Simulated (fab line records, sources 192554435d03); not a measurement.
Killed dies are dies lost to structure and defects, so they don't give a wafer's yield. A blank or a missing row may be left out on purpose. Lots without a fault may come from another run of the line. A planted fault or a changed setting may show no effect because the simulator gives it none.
fab line records | flow n5_finfet
record lots=22 wafers=66 last_day=17
route steps=1938 shown MOL_CONTACT_COAG@540 BEOL_M0_SAQP@640
lots that met no fault: from a run of the same line without faults
start_h: hours from the record's first day to the start of the lot's first wafer shown | wait_h: hours since the lot's step before | " the same as in the row above | L1.1+2: a row that stands for several wafers | - no value, or no start given | * or withheld: withheld | < > ~ a bound
route shown NAME@n: a module of which the file shows steps, and the number in the route of the first | usual: mean/standard deviation of fault-free wafers | same: alike in all rows | chamber/n: place in a boat | sites: the reading at each site | _std_site: their standard deviation | _edge_site: outer sites' mean less inner sites' | radius_mm: how far each site lies from the wafer's centre | mask NAME#n: copy n | behind: the tool/chamber that last shaped the wafer | hold: why the lot was held/for how many hours/how that ended | device: the transistor (n, p or np) that didn't switch | end of line: the same wafers' tests at the end of the route | a step without rows: its recipe alone | killed: dies lost to structure and defects at the first sort, not the wafer's yield | map: a wafer's dies, x killed, . not, _ none there
set.NAME: the setting as run; set.NAME@STEP: as run at that earlier step | model.NAME: the simulator's own value behind a step, which no gauge read
steps of the route over a sample of lots; a table a step, a row a wafer
services: from which hour (start_h, from the record's first day; less than 0 if before it) a tool's chamber was out of use, for how many hours, and why
## steps
# step N5_MOL_CONTACT_COAG_CD_MEAS_99
# recipe target_cd_nm=17.2 polarity=opening
# usual cd_nm=17.3/0.42
# columns lot.wafer tool chamber start_h wait_h cd_nm
L074.2 cd_sem-03 - 90.51 - 18.0
L074.4 " - " " 17.7
L074.5 " - " " 16.9
L075.1 cd_sem-01 - 93.01 - 17.4
L075.2 " - " " 17.3
L075.5 " - " " 17.2
L076.3 cd_sem-02 - 99.40 - 17.6
L076.5 " - " " 17.1
L076.6 " - " " 18.2
L077.2 cd_sem-03 - 106.18 - 17.7
L077.3 " - " " 17.9
L077.4 " - " " 17.4
L078.2 cd_sem-03 - 112.62 - 17.8
L078.3 " - " " 17.5
L078.4 " - " " 17.5
L079.2 cd_sem-03 - 118.92 - 17.1
L079.3 " - " " 17.8
L079.6 " - " " 17.0
L080.3 cd_sem-02 - 127.48 - 17.4
L080.4 " - " " 17.1
L080.6 " - " " 17.3
L081.3 cd_sem-01 - 129.96 - 17.7
L081.4 " - " " 17.1
L081.6 " - " " 17.6
L082.1 cd_sem-02 - 134.60 - 17.3
L082.2 " - " " 16.6
L082.3 " - " " 16.9
L083.2 cd_sem-03 - 139.84 - 17.2
L083.5 " - " " 17.6
L083.6 " - " " 17.4
L084.2 cd_sem-03 - 148.06 - 17.7
L084.3 " - " " 17.1
L084.4 " - " " 17.4
L085.1 cd_sem-01 - 157.00 - 17.5
L085.4 " - " " 18.0
L085.5 " - " " 17.3
L086.1 cd_sem-03 - 164.66 - 17.6
L086.2 " - " " 17.3
L086.6 " - " " 17.4
L088.2 cd_sem-02 - 173.93 - 17.3
L088.5 " - " " 17.4
L088.6 " - " " 16.7
L089.1 cd_sem-03 - 186.69 - 16.6
L089.4 " - " " 17.6
L089.6 " - " " 17.1
L090.1 cd_sem-01 - 193.42 - 16.6
L090.3 " - " " 16.8
L090.5 " - " " 16.5
L092.2 cd_sem-01 - 201.45 - 17.0
L092.4 " - " " 17.5
L092.6 " - " " 17.7
L093.2 cd_sem-02 - 204.09 - 16.8
L093.3 " - " " 16.8
L093.5 " - " " 17.0
L094.1 cd_sem-02 - 212.83 - 17.5
L094.5 " - " " 17.4
L094.6 " - " " 17.1
L095.1 cd_sem-01 - 215.23 - 18.0
L095.2 " - " " 17.8
L095.5 " - " " 16.7
L096.2 cd_sem-02 - 226.85 - 17.0
L096.4 " - " " 17.4
L096.6 " - " " 17.3
L097.3 cd_sem-01 - 227.66 - 17.5
L097.5 " - " " 17.3
L097.6 " - " " 17.6
# step N5_MOL_CONTACT_COAG_ALD_20
# recipe material=TiN target_thk_a=15 temp_c=400 ald_precursor_family=TiCl4 ald_co_reactant=NH3 pulse_time_s=1 purge_time_s=3 co_reactant_purge_time_s=2 co_reactant_pulse_time_s=2 ald_cycles=68 pressure_torr=3
# usual chamber_pressure_Torr=3.000/0.0068 heater_power_outer_w=579/79 heater_power_w=939/120 precursor_pulse_height_rel=0.998/0.021
# columns lot.wafer tool chamber start_h wait_h chamber_pressure_Torr heater_power_outer_w heater_power_w precursor_pulse_height_rel
L074.2 ald_metal-02 1 91.12 0.1 3.008 597 954 0.999
L074.4 " 3 " " 3.004 654 1035 0.988
L074.5 " 1 " " 3.001 594 978 0.996
L075.1 ald_metal-01 2 93.61 0.1 3.000 523 842 0.998
L075.2 " 0 " " 2.993 472 754 0.985
L075.5 " 1 " " 2.992 747 1148 1.009
L076.3 ald_metal-01 2 99.99 0.1 3.006 517 826 1.011
L076.5 " 2 " " 3.000 521 850 0.999
L076.6 " 1 " " 3.003 744 1205 0.988
L077.2 ald_metal-02 0 110.20 0.1 2.993 631 1022 0.995
L077.3 " 2 " " 3.000 481 795 1.001
L077.4 " 1 " " 3.003 608 951 0.986
L078.2 ald_metal-02 3 114.04 0.1 3.005 655 1044 0.999
L078.3 " 2 " " 3.000 502 785 0.997
L078.4 " 0 " " 2.996 606 986 1.008
L079.2 ald_metal-02 2 121.59 0.1 3.003 494 787 1.001
L079.3 " 1 " " 3.001 603 962 0.986
L079.6 " 1 " " 2.982 596 965 0.990
L080.3 ald_metal-02 1 128.43 0.1 3.007 594 949 0.975
L080.4 " 3 " " 3.007 650 1036 0.984
L080.6 " 1 " " 3.016 603 953 1.010
L081.3 ald_metal-01 2 130.79 0.1 3.003 526 834 1.021
L081.4 " 0 " " 3.002 464 741 1.019
L081.6 " 1 " " 3.003 752 1129 0.996
L082.1 ald_metal-01 0 137.77 0.1 2.991 463 720 1.002
L082.2 " 3 " " 2.999 446 703 1.000
L082.3 " 1 " " 3.006 763 1170 0.981
L083.2 ald_metal-02 2 141.41 0.1 3.001 496 799 1.047
L083.5 " 0 " " 3.005 622 1035 1.019
L083.6 " 3 " " 3.001 645 1044 0.992
L084.2 ald_metal-04 3 148.72 0.1 3.004 482 840 0.966
L084.3 " 1 " " 2.980 568 919 1.008
L084.4 " 0 " " 3.000 607 992 1.031
L085.1 ald_metal-04 2 157.74 0.1 3.001 570 1082 0.982
L085.4 " 1 " " 2.998 583 934 0.993
L085.5 " 3 " " 3.000 481 867 0.954
L086.1 ald_metal-04 1 165.68 0.1 3.008 584 900 0.995
L086.2 " 3 " " 2.986 470 857 0.986
L086.6 " 3 " " 2.985 488 843 0.951
L088.2 ald_metal-04 0 174.50 0.1 3.016 607 976 0.976
L088.5 " 0 " " 3.003 624 1022 1.014
L088.6 " 1 " " 3.007 577 925 1.004
L089.1 ald_metal-02 3 187.82 0.1 3.005 655 1016 1.004
L089.4 " 2 " " 2.996 494 785 1.016
L089.6 " 0 " " 3.004 589 1001 0.964
L090.1 ald_metal-02 3 194.04 0.1 3.001 654 1026 0.997
L090.3 " 2 " " 2.992 502 797 1.021
L090.5 " 0 " " 2.999 608 979 1.059
L092.2 ald_metal-02 2 202.29 0.1 3.010 476 804 1.006
L092.4 " 3 " " 2.985 642 1057 0.988
L092.6 " 0 " " 3.005 617 1014 0.972
L093.2 ald_metal-02 0 205.20 0.3 3.001 618 1020 1.022
L093.3 " 3 " " 3.009 650 1032 0.998
L093.5 " 1 " " 2.998 620 943 1.025
L094.1 ald_metal-04 0 213.45 0.1 3.003 604 992 1.000
L094.5 " 0 " " 3.003 617 1014 0.972
L094.6 " 3 " " 2.997 480 856 1.026
L095.1 ald_metal-02 1 216.43 0.1 2.998 597 944 1.021
L095.2 " 3 " " 3.008 651 1015 1.002
L095.5 " 3 " " 3.000 648 1047 0.985
L096.2 ald_metal-01 2 227.56 0.1 3.001 515 851 0.984
L096.4 " 0 " " 2.992 462 732 0.976
L096.6 " 1 " " 2.994 745 1206 1.032
L097.3 ald_metal-02 2 229.90 0.1 3.005 500 793 0.975
L097.5 " 3 " " 3.017 650 1028 0.971
L097.6 " 2 " " 2.998 478 787 1.010
# step N5_MOL_CONTACT_COAG_ETCH_89
# recipe chemistry=N2/H2 target=underlayer target_depth_a=130 mask_material=CAR-EUV time_s=10.4 ion_energy_ev=200 pressure_mtorr=30 source_w=840 bias_w=150 n2_flow_sccm=200 h2_flow_sccm=200 ends=cleared
# usual drypump_motor_current_A=5.5/0.39 etch_rf_on_time_s=10.5/0.38 h2_flow_sccm=200.0/0.63 oes_product_au=0.67/0.074 rf_vpp_V=523.1/2.9 showerhead_plenum_p_Torr=2.52/0.098 throttle_valve_pct=17.85/0.28
# columns lot.wafer tool chamber start_h wait_h drypump_motor_current_A etch_rf_on_time_s h2_flow_sccm oes_product_au rf_hours_counter_h rf_vpp_V showerhead_plenum_p_Torr throttle_valve_pct
L074.2 rie_diel-01 1 101.45 0.0 5.2 10.7 200.3 0.65 124 525.9 2.55 17.87
L074.4 " 2 " " 5.4 10.0 200.7 0.77 42 526.9 2.57 17.53
L074.5 " 2 " " 5.4 10.0 201.8 0.76 - 523.7 2.57 17.54
L075.1 rie_diel-05 3 103.98 0.0 5.0 9.9 199.0 0.62 195 525.8 2.62 17.71
L075.2 " 0 " " 4.9 10.2 200.8 0.62 173 520.5 2.45 18.07
L075.5 " 0 " " 4.9 10.2 200.6 0.62 - 520.5 2.45 18.07
L076.3 rie_diel-01 0 107.44 0.0 6.0 10.7 200.4 0.82 12 522.4 2.48 17.51
L076.5 " 0 " " 6.0 10.7 199.8 0.82 - 521.2 2.48 17.51
L076.6 " 1 " " 5.2 10.7 199.5 0.65 - 524.3 2.55 17.87
L077.2 rie_diel-04 1 118.92 0.0 5.6 10.8 200.7 0.59 217 520.5 2.42 18.05
L077.3 " 3 " " 5.1 10.3 200.4 0.59 237 526.6 2.63 17.91
L077.4 " 2 " " 5.7 10.9 199.3 0.60 213 525.3 2.59 17.95
L078.2 rie_diel-05 3 125.90 0.0 5.0 10.0 200.6 0.62 202 525.6 2.61 17.74
L078.3 " 2 " " 5.7 10.2 199.8 0.69 127 518.1 2.36 18.35
L078.4 " 1 " " 5.6 11.0 200.0 0.69 55 522.3 2.48 17.63
L079.2 rie_diel-01 2 129.55 0.0 5.4 9.9 200.5 0.76 51 523.4 2.57 17.57
L079.3 " 0 " " 6.0 10.6 200.0 0.81 19 522.4 2.47 17.51
L079.6 " 1 " " 5.2 10.6 199.6 0.65 - 524.4 2.54 17.88
L080.3 rie_diel-01 0 136.60 0.0 6.0 10.6 199.0 0.79 22 522.6 2.47 17.52
L080.4 " 2 " " 5.4 10.0 200.6 0.76 53 524.6 2.57 17.56
L080.6 " 1 " " 5.2 10.7 200.3 0.64 - 523.0 2.54 17.91
L081.3 rie_diel-01 1 142.31 0.0 5.2 10.9 199.8 0.63 138 524.2 2.54 17.89
L081.4 " 2 " " 5.4 10.0 199.7 0.75 55 525.9 2.57 17.57
L081.6 " 3 " " 6.0 10.7 200.1 0.60 - 526.6 2.64 17.99
L082.1 rie_diel-05 1 145.65 0.0 5.6 11.0 199.7 0.68 61 522.1 2.48 17.65
L082.2 " 2 " " 5.7 10.3 199.8 0.67 134 516.4 2.36 18.37
L082.3 " 0 " " 4.8 10.2 200.2 0.62 186 520.2 2.44 18.08
L083.2 rie_diel-04 2 149.06 0.0 5.7 10.9 200.4 0.59 223 526.7 2.59 17.99
L083.5 " 2 " " 5.7 10.7 199.9 0.60 - 527.0 2.59 17.99
L083.6 " 3 " " 5.0 10.3 199.3 0.59 - 524.7 2.62 17.94
L084.2 rie_diel-05 2 157.84 0.0 5.7 10.3 199.7 0.68 139 517.3 2.36 18.37
L084.3 " 1 " " 5.6 11.3 199.4 0.67 65 523.1 2.48 17.63
L084.4 " 3 " " 5.0 10.1 199.5 0.61 213 526.9 2.61 17.76
L085.1 rie_diel-01 2 166.54 0.0 5.4 10.0 200.0 0.74 64 525.6 2.56 17.57
L085.4 " 0 " " 6.0 10.5 200.7 0.77 33 521.5 2.47 17.54
L085.5 " 1 " " 5.2 10.5 200.3 0.64 - 523.8 2.54 17.93
L086.1 rie_diel-05 0 177.07 0.0 4.8 10.3 198.0 0.61 193 521.4 2.44 18.09
L086.2 " 2 " " 5.7 10.2 199.1 0.67 145 517.5 2.36 18.36
L086.6 " 0 " " 4.9 10.4 197.8 0.60 - 521.5 2.44 18.09
L088.2 rie_diel-05 1 185.31 0.0 5.6 11.1 200.9 0.67 74 521.7 2.47 17.65
L088.5 " 3 " " 5.0 9.9 201.3 0.61 - 524.6 2.61 17.79
L088.6 " 2 " " 5.7 10.3 199.3 0.67 - 518.5 2.35 18.39
L089.1 rie_diel-05 0 197.37 0.0 4.9 10.5 199.6 0.60 201 519.9 2.43 18.13
L089.4 " 1 " " 5.6 11.2 198.8 0.67 - 521.3 2.47 17.64
L089.6 " 0 " " 4.8 10.5 199.3 0.60 - 519.1 2.44 18.12
L090.1 rie_diel-01 2 203.58 0.0 5.4 10.2 200.7 0.71 81 524.9 2.56 17.60
L090.3 " 0 " " 6.0 10.9 201.0 0.74 49 521.2 2.46 17.57
L090.5 " 0 " " 6.0 10.8 200.3 0.74 - 521.9 2.46 17.56
L092.2 rie_diel-04 0 213.78 0.0 6.1 10.7 199.0 0.74 23 525.4 2.59 17.51
L092.4 " 0 " " 6.0 10.7 198.8 0.75 - 524.5 2.59 17.51
L092.6 " 3 " " 5.1 9.9 200.3 0.79 - 525.9 2.62 17.40
L093.2 rie_diel-04 0 217.53 0.0 6.0 10.8 200.8 0.74 24 525.1 2.59 17.51
L093.3 " 1 " " 5.6 10.6 200.0 0.83 3 528.3 2.73 17.74
L093.5 " 0 " " 6.0 10.7 200.8 0.74 - 525.8 2.59 17.50
L094.1 rie_diel-01 0 221.25 0.0 6.0 10.7 199.7 0.74 55 521.4 2.46 17.60
L094.5 " 0 " " 6.0 10.5 200.4 0.74 - 521.0 2.46 17.56
L094.6 " 1 " " 5.2 10.8 200.1 0.62 - 524.5 2.53 17.95
L095.1 rie_diel-04 1 225.00 0.0 5.6 10.5 199.8 0.83 6 527.9 2.73 17.74
L095.2 " 0 " " 6.0 10.7 200.1 0.73 27 524.9 2.59 17.50
L095.5 " 3 " " 5.1 9.8 199.4 0.79 - 525.0 2.61 17.42
L096.2 rie_diel-05 1 236.35 0.0 5.6 11.1 200.4 0.65 91 521.9 2.46 17.68
L096.4 " 2 " " 5.7 10.2 200.0 0.65 163 517.5 2.35 18.42
L096.6 " 2 " " 5.7 10.3 199.0 0.66 - 517.7 2.35 18.42
L097.3 rie_diel-05 3 239.56 0.0 5.0 10.0 199.9 0.60 239 525.0 2.60 17.79
L097.5 " 3 " " 5.0 10.1 199.3 0.59 - 527.0 2.60 17.80
L097.6 " 2 " " 5.7 10.3 199.9 0.65 - 516.9 2.35 18.40
# step N5_MOL_CONTACT_COAG_CD_MEAS_40
# recipe target_cd_nm=25.1 landing_energy_ev=500 detector=se_inlens polarity=opening
# usual cd_nm=25.16/0.26
# columns lot.wafer tool chamber start_h wait_h cd_nm
L074.2 cd_sem-03 0 102.67 - 25.42
L074.4 " 0 " " 25.47
L074.5 " 0 " " 25.38
L075.1 cd_sem-01 0 105.24 - 25.56
L075.2 " 0 " " 25.69
L075.5 " 0 " " 25.32
L076.3 cd_sem-01 0 109.09 - 24.96
L076.5 " 0 " " 25.32
L076.6 " 0 " " 24.56
L077.2 cd_sem-03 0 120.01 - 25.04
L077.3 " 0 " " 25.08
L077.4 " 0 " " 25.15
L078.2 cd_sem-02 0 126.99 - 25.09
L078.3 " 0 " " 25.55
L078.4 " 0 " " 25.35
L079.2 cd_sem-03 0 130.64 - 25.29
L079.3 " 0 " " 25.15
L079.6 " 0 " " 24.79
L080.3 cd_sem-02 0 137.81 - 25.20
L080.4 " 0 " " 24.67
L080.6 " 0 " " 25.21
L081.3 cd_sem-02 0 143.52 - 25.20
L081.4 " 0 " " 25.33
L081.6 " 0 " " 25.21
L082.1 cd_sem-03 0 147.01 - 24.88
L082.2 " 0 " " 25.33
L082.3 " 0 " " 25.21
L083.2 cd_sem-02 0 150.27 - 25.45
L083.5 " 0 " " 25.05
L083.6 " 0 " " 25.07
L084.2 cd_sem-03 0 159.04 - 25.49
L084.3 " 0 " " 25.30
L084.4 " 0 " " 25.46
L085.1 cd_sem-03 0 167.62 - 25.10
L085.4 " 0 " " 24.92
L085.5 " 0 " " 24.95
L086.1 cd_sem-03 0 178.28 - 24.73
L086.2 " 0 " " 24.66
L086.6 " 0 " " 24.86
L088.2 cd_sem-02 0 186.58 - 24.82
L088.5 " 0 " " 24.83
L088.6 " 0 " " 25.21
L089.1 cd_sem-01 0 198.46 - 25.23
L089.4 " 0 " " 24.75
L089.6 " 0 " " 25.36
L090.1 cd_sem-02 0 204.80 - 25.21
L090.3 " 0 " " 25.36
L090.5 " 0 " " 25.37
L092.2 cd_sem-02 0 214.87 - 25.18
L092.4 " 0 " " 25.30
L092.6 " 0 " " 24.86
L093.2 cd_sem-03 0 218.62 - 25.45
L093.3 " 0 " " 25.35
L093.5 " 0 " " 25.09
L094.1 cd_sem-01 0 222.47 - 25.51
L094.5 " 0 " " 25.00
L094.6 " 0 " " 24.94
L095.1 cd_sem-03 0 226.37 - 25.10
L095.2 " 0 " " 24.77
L095.5 " 0 " " 25.77
L096.2 cd_sem-03 0 237.44 - 25.24
L096.4 " 0 " " 25.26
L096.6 " 0 " " 24.89
L097.3 cd_sem-01 0 240.93 - 25.42
L097.5 " 0 " " 24.78
L097.6 " 0 " " 24.95
# step N5_MOL_CONTACT_COAG_VIA_ETCH_117
# recipe chemistry=C4F6/O2 target_depth_a=400 overetch_a=80 mask_material=SOC target=SiO2 bias_w=455 pressure_mtorr=10 time_s=26 source_w=325 Ar_flow_sccm=300 C4F6_flow_sccm=10 O2_flow_sccm=10 ion_energy_ev=575.3 ends=end_point
# usual O2_flow_sccm=10.00/0.032 drypump_motor_current_A=5.5/0.4 oes_f_703_au=0.77/0.085 oes_o_777_au=0.77/0.088 oes_product_au=0.70/0.078 rf_vpp_V=1604/54 showerhead_plenum_p_Torr=2.84/0.11 throttle_valve_pct=41.1/0.49
# columns lot.wafer tool chamber start_h wait_h O2_flow_sccm drypump_motor_current_A oes_f_703_au oes_o_777_au oes_product_au rf_hours_counter_h rf_vpp_V showerhead_plenum_p_Torr throttle_valve_pct
L074.2 rie_diel-05 3 103.58 0.0 9.99 5.0 0.76 0.75 0.63 195 1560 2.91 40.3
L074.4 " 1 " " 9.98 5.6 0.78 0.78 0.75 47 1585 2.79 41.0
L074.5 " 0 " " 10.07 4.9 0.73 0.71 0.63 - 1551 2.70 40.8
L075.1 rie_diel-04 2 106.24 0.0 10.01 5.7 0.67 0.67 0.64 208 1675 2.95 41.5
L075.2 " 0 " " 10.02 6.0 0.65 0.65 0.63 237 1627 2.95 41.2
L075.5 " 0 " " 10.02 6.0 0.65 0.65 0.62 - 1629 2.95 41.2
L076.3 rie_diel-04 2 109.86 0.0 10.01 5.7 0.66 0.67 0.65 210 1677 2.95 41.4
L076.5 " 3 " " 10.03 5.1 0.73 0.74 0.62 - 1563 2.91 41.6
L076.6 " 2 " " 10.01 5.7 0.67 0.67 0.65 - 1675 2.95 41.4
L077.2 rie_diel-01 2 120.60 0.0 10.07 5.4 0.88 0.91 0.76 48 1668 2.89 41.4
L077.3 " 0 " " 9.98 6.0 0.87 0.86 0.86 16 1705 2.78 40.9
L077.4 " 3 " " 10.02 5.9 0.70 0.71 0.65 182 1694 2.94 41.0
L078.2 rie_diel-04 3 128.34 0.0 9.98 5.0 0.73 0.74 0.61 240 1562 2.91 41.6
L078.3 " 2 " " 9.99 5.7 0.66 0.66 0.65 216 1678 2.95 41.5
L078.4 " 0 " " 9.96 6.0 0.65 0.65 0.63 244 1627 2.95 41.2
L079.2 rie_diel-04 1 131.23 0.0 9.99 5.6 0.66 0.65 0.63 221 1564 2.72 41.0
L079.3 " 2 " " 10.01 5.7 0.67 0.67 0.64 216 1677 2.95 41.4
L079.6 " 0 " " 10.03 6.0 0.65 0.64 0.62 - 1628 2.95 41.2
L080.3 rie_diel-05 0 138.48 0.0 9.99 4.9 0.72 0.70 0.64 183 1551 2.69 40.8
L080.4 " 3 " " 10.02 5.0 0.75 0.75 0.63 206 1558 2.90 40.3
L080.6 " 3 " " 10.03 5.0 0.74 0.74 0.63 - 1560 2.90 40.3
L081.3 rie_diel-05 2 144.74 0.0 10.02 5.7 0.81 0.82 0.70 134 1562 2.63 42.0
L081.4 " 1 " " 10.05 5.6 0.77 0.76 0.75 61 1586 2.78 41.0
L081.6 " 1 " " 10.04 5.6 0.76 0.76 0.75 - 1584 2.78 41.0
L082.1 rie_diel-01 1 147.61 0.0 10.02 5.2 0.73 0.72 0.69 139 1564 2.83 41.1
L082.2 " 2 " " 10.02 5.4 0.87 0.90 0.76 57 1668 2.89 41.5
L082.3 " 0 " " 10.00 6.0 0.86 0.84 0.83 27 1704 2.78 40.9
L083.2 rie_diel-05 1 150.87 0.0 9.96 5.6 0.76 0.76 0.75 63 1585 2.78 41.0
L083.5 " 3 " " 9.96 5.0 0.74 0.74 0.62 - 1559 2.90 40.3
L083.6 " 2 " " 10.01 5.7 0.82 0.82 0.71 - 1564 2.63 41.9
L084.2 rie_diel-01 1 159.92 0.0 10.06 5.2 0.73 0.72 0.68 144 1563 2.83 41.1
L084.3 " 2 " " 9.99 5.4 0.86 0.89 0.75 62 1667 2.88 41.5
L084.4 " 3 " " 10.02 5.9 0.69 0.70 0.65 198 1694 2.93 41.0
L085.1 rie_diel-04 2 168.52 0.0 10.05 5.7 0.65 0.65 0.64 231 1675 2.94 41.5
L085.4 " 1 " " 10.02 5.6 0.65 0.64 0.62 - 1562 2.71 41.0
L085.5 " 2 " " 10.01 5.7 0.65 0.66 0.64 - 1676 2.94 41.5
L086.1 rie_diel-05 2 178.98 0.0 9.97 5.7 0.80 0.81 0.70 146 1563 2.62 42.0
L086.2 " 1 " " 10.00 5.6 0.74 0.75 0.73 72 1585 2.78 41.0
L086.6 " 3 " " 10.00 5.0 0.74 0.73 0.61 - 1558 2.90 40.3
L088.2 rie_diel-05 3 187.70 0.0 10.04 5.0 0.73 0.73 0.62 223 1558 2.89 40.3
L088.5 " 0 " " 10.00 4.9 0.72 0.69 0.63 - 1551 2.69 40.8
L088.6 " 1 " " 9.99 5.6 0.75 0.75 0.73 - 1584 2.77 41.0
L089.1 rie_diel-05 3 199.28 0.0 10.00 5.0 0.74 0.73 0.61 225 1557 2.89 40.3
L089.4 " 1 " " 9.98 5.6 0.74 0.74 0.73 79 1584 2.77 41.0
L089.6 " 0 " " 10.03 4.8 0.71 0.69 0.62 - 1550 2.68 40.8
L090.1 rie_diel-05 2 205.42 0.0 9.95 5.7 0.79 0.80 0.68 155 1562 2.62 42.0
L090.3 " 3 " " 9.99 5.0 0.73 0.73 0.62 228 1559 2.89 40.3
L090.5 " 3 " " 9.97 5.0 0.73 0.73 0.62 - 1557 2.89 40.3
L092.2 rie_diel-05 1 215.70 0.0 9.97 5.5 0.74 0.74 0.72 84 1585 2.77 41.0
L092.4 " 3 " " 10.04 5.0 0.73 0.73 0.61 231 1557 2.89 40.3
L092.6 " 1 " " 10.00 5.6 0.75 0.74 0.72 - 1585 2.77 41.0
L093.2 rie_diel-01 2 219.22 0.0 10.01 5.4 0.84 0.87 0.73 86 1667 2.87 41.5
L093.3 " 0 " " 10.01 6.0 0.81 0.79 0.78 54 1704 2.76 40.9
L093.5 " 0 " " 10.04 6.0 0.81 0.80 0.79 - 1703 2.77 40.9
L094.1 rie_diel-04 3 223.07 0.0 10.04 5.0 0.95 0.96 0.79 15 1563 2.90 40.1
L094.5 " 1 " " 9.99 5.6 0.93 0.91 0.87 - 1588 3.05 41.3
L094.6 " 0 " " 10.01 6.0 0.84 0.83 0.80 - 1626 2.93 41.4
L095.1 rie_diel-04 0 227.08 0.0 10.00 6.0 0.83 0.83 0.79 28 1627 2.93 41.4
L095.2 " 1 " " 9.99 5.6 0.91 0.91 0.86 7 1589 3.05 41.3
L095.5 " 1 " " 10.02 5.6 0.92 0.90 0.86 - 1588 3.05 41.3
L096.2 rie_diel-04 1 238.04 0.0 10.01 5.6 0.90 0.89 0.85 12 1588 3.05 41.3
L096.4 " 0 " " 10.04 6.0 0.83 0.81 0.78 33 1627 2.93 41.4
L096.6 " 3 " " 10.04 5.1 0.94 0.95 0.78 - 1561 2.89 40.1
L097.3 rie_diel-01 2 241.68 0.0 9.98 5.4 0.83 0.86 0.72 94 1665 2.87 41.5
L097.5 " 3 " " 10.01 5.9 0.67 0.69 0.63 - 1694 2.92 41.0
L097.6 " 2 " " 10.00 5.4 0.83 0.85 0.72 - 1665 2.87 41.5
# step N5_BEOL_M0_SAQP_HM_DEP_111
# recipe material=SiO2 target_thk_a=120 temp_c=400 precursor=SiH4/N2O pressure_torr=0.75 rf_w=275 time_s=7.2
# usual chamber_pressure_Torr=0.7497/0.0019 heater_power_outer_w=445/58 heater_power_w=739/91 showerhead_plenum_p_Torr=8.14/0.14
# same time_s=7.2
# columns lot.wafer tool chamber start_h wait_h chamber_pressure_Torr heater_power_outer_w heater_power_w showerhead_plenum_p_Torr
L074.2 pecvd-01 2 110.95 0.0 0.7481 392 644 8.04
L074.4 " 2 " " 0.7541 399 625 8.07
L074.5 " 1 " " 0.7460 410 725 8.27
L075.1 pecvd-02 1 114.39 0.0 0.7464 427 681 8.21
L075.2 " 0 " " 0.7497 566 959 8.17
L075.5 " 1 " " 0.7477 443 685 8.20
L076.3 pecvd-01 1 115.77 0.0 0.7502 390 689 8.26
L076.5 " 1 " " 0.7515 391 683 8.28
L076.6 " 0 " " 0.7499 448 725 8.23
L077.2 pecvd-03 2 125.76 0.0 0.7511 493 747 8.38
L077.3 " 1 " " 0.7515 403 644 7.96
L077.4 " 1 " " 0.7490 407 667 7.96
L078.2 pecvd-02 0 133.70 0.0 0.7489 561 973 8.17
L078.3 " 1 " " 0.7512 462 738 8.22
L078.4 " 2 " " 0.7498 445 731 8.01
L079.2 pecvd-01 2 138.59 0.0 0.7478 351 594 8.07
L079.3 " 1 " " 0.7526 394 708 8.28
L079.6 " 0 " " 0.7506 413 699 8.19
L080.3 pecvd-02 1 145.01 0.0 0.7495 513 792 8.20
L080.4 " 2 " " 0.7520 432 708 8.00
L080.6 " 1 " " 0.7516 508 760 8.19
L081.3 pecvd-02 1 151.48 0.0 0.7517 466 740 8.20
L081.4 " 0 " " 0.7514 533 944 8.20
L081.6 " 2 " " 0.7506 345 647 7.99
L082.1 pecvd-01 0 152.87 0.0 0.7520 482 795 8.23
L082.2 " 2 " " 0.7479 408 666 8.09
L082.3 " 1 " " 0.7513 395 697 8.25
L083.2 pecvd-03 1 157.88 0.0 0.7524 374 616 7.98
L083.5 " 2 " " 0.7506 458 705 8.37
L083.6 " 0 " " 0.7530 398 713 7.97
L084.2 pecvd-01 0 166.11 0.0 0.7477 447 746 8.21
L084.3 " 1 " " 0.7459 410 737 8.28
L084.4 " 2 " " 0.7504 427 694 8.05
L085.1 pecvd-03 2 173.97 0.0 0.7492 498 749 8.38
L085.4 " 1 " " 0.7468 398 665 7.98
L085.5 " 0 " " 0.7489 468 800 7.97
L086.1 pecvd-02 0 185.86 0.0 0.7515 491 878 8.19
L086.2 " 2 " " 0.7506 366 638 7.99
L086.6 " 2 " " 0.7513 354 624 7.99
L088.2 pecvd-01 0 193.56 0.0 0.7482 410 688 8.25
L088.5 " 2 " " 0.7524 389 624 8.07
L088.6 " 0 " " 0.7491 412 702 8.21
L089.1 pecvd-03 1 204.86 0.0 0.7484 388 654 7.98
L089.4 " 1 " " 0.7477 397 637 7.97
L089.6 " 0 " " 0.7511 400 694 7.98
L090.1 pecvd-02 1 210.80 0.0 0.7491 417 662 8.19
L090.3 " 1 " " 0.7474 426 679 8.19
L090.5 " 0 " " 0.7489 508 854 8.19
L092.2 pecvd-03 1 221.39 0.0 0.7511 397 651 7.98
L092.4 " 0 " " 0.7499 391 723 7.94
L092.6 " 2 " " 0.7507 527 801 8.37
L093.2 pecvd-03 0 225.93 0.0 0.7494 446 782 7.97
L093.3 " 1 " " 0.7490 368 617 7.98
L093.5 " 0 " " 0.7497 444 777 7.95
L094.1 pecvd-03 2 228.07 0.0 0.7488 550 832 8.38
L094.5 " 1 " " 0.7493 404 662 7.99
L094.6 " 0 " " 0.7479 388 721 7.96
L095.1 pecvd-03 1 232.63 0.0 0.7460 455 729 7.96
L095.2 " 0 " " 0.7496 483 830 7.98
L095.5 " 2 " " 0.7479 496 766 8.36
L096.2 pecvd-03 0 243.94 0.0 0.7510 452 788 7.98
L096.4 " 2 " " 0.7470 542 830 8.38
L096.6 " 1 " " 0.7485 404 659 7.99
L097.3 pecvd-01 2 248.48 0.0 0.7495 377 610 8.08
L097.5 " 2 " " 0.7482 387 615 8.08
L097.6 " 1 " " 0.7490 364 661 8.28
## services
# columns tool chamber start_h hours kind
pecvd-02 - 71.86 0.6 repair
rie_diel-01 1 81.27 3.3 repair
pecvd-01 - 87.33 2.8 pm
pecvd-01 - 97.37 1.8 repair
pecvd-02 - 132.37 0.5 repair
pecvd-01 - 139.80 3.4 repair
rie_diel-04 0 146.67 - clean
rie_diel-04 0 146.67 - consumable_replace:focus_ring
rie_diel-04 0 146.67 13.9 scheduled_down
rie_diel-04 0 146.67 13.9 vent_cycle
rie_diel-05 0 148.21 4.6 repair
pecvd-02 - 153.19 2.8 pm
rie_diel-04 3 160.57 - clean
rie_diel-04 3 160.57 - consumable_replace:focus_ring
rie_diel-04 3 160.57 28.2 scheduled_down
rie_diel-04 3 160.57 28.2 vent_cycle
pecvd-02 0 174.57 9.4 repair
ald_metal-02 - 186.28 0.5 repair
rie_diel-01 3 195.47 16.5 repair
pecvd-02 - 195.94 0.3 repair
rie_diel-04 0 199.60 4.3 repair
pecvd-01 - 203.80 6.0 pm
pecvd-03 - 224.03 1.4 repair
rie_diel-05 0 245.48 11.8 repair
## key
fault none
